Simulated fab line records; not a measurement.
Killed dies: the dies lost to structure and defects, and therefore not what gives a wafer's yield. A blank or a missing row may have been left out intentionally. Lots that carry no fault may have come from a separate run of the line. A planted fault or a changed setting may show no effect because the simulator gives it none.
Chamber matching -- flow n5 finfet -- N5_BEOL_M14_TRENCH_ETCH_34 on rie diel-01 has 4 sister chambers
The step etches SiO2 in C4F8/O2/Ar, target depth 556.65 nm, time 126.9 s. 7 wafers are shown with their chamber, then 7 later ones without.

EACH WAFER AND ITS CHAMBER
wafer,chamber,rf vpp V (V),throttle valve pct (%)
L077.1,3,2242,31.14
L082.4,2,2194,31.10
L091.2,1,2259,30.89
L091.5,0,2238,31.20
L091.6,1,2261,30.89
L093.2,0,2238,31.21
L093.3,2,2189,31.10

WAFERS WITHOUT THEIR CHAMBER
wafer,rf vpp V (V),throttle valve pct (%)
L093.4,2193,31.11
L095.2,2239,31.23
L095.5,2237,31.24
L095.6,2260,30.89
L096.1,2259,30.91
L096.2,2192,31.13
L096.5,2193,31.13

THE CHAMBER EACH PASSED THROUGH
wafer,from the rows above,in truth
L093.4,2,2
L095.2,0,0
L095.5,0,0
L095.6,1,1
L096.1,1,1
L096.2,2,2
L096.5,2,2
7 of 7 placed correctly. Not placeable from these rows: 0. Number placed wrongly: 0.
How it was worked out, from the rows above alone: a wafer's distance from a chamber is the root of the sum, over the readings, of the square of ((its reading less the chamber's mean) divided by the reading's scatter). The wafer belongs to the nearest chamber; if the next one is less than 2 further off, it can't be placed. A chamber's mean is the mean of its shown wafers. How the scatter is found: for the shown wafers, subtract from each reading the mean of its chamber, square and add these, divide the total by (wafers less chambers), then take the root.
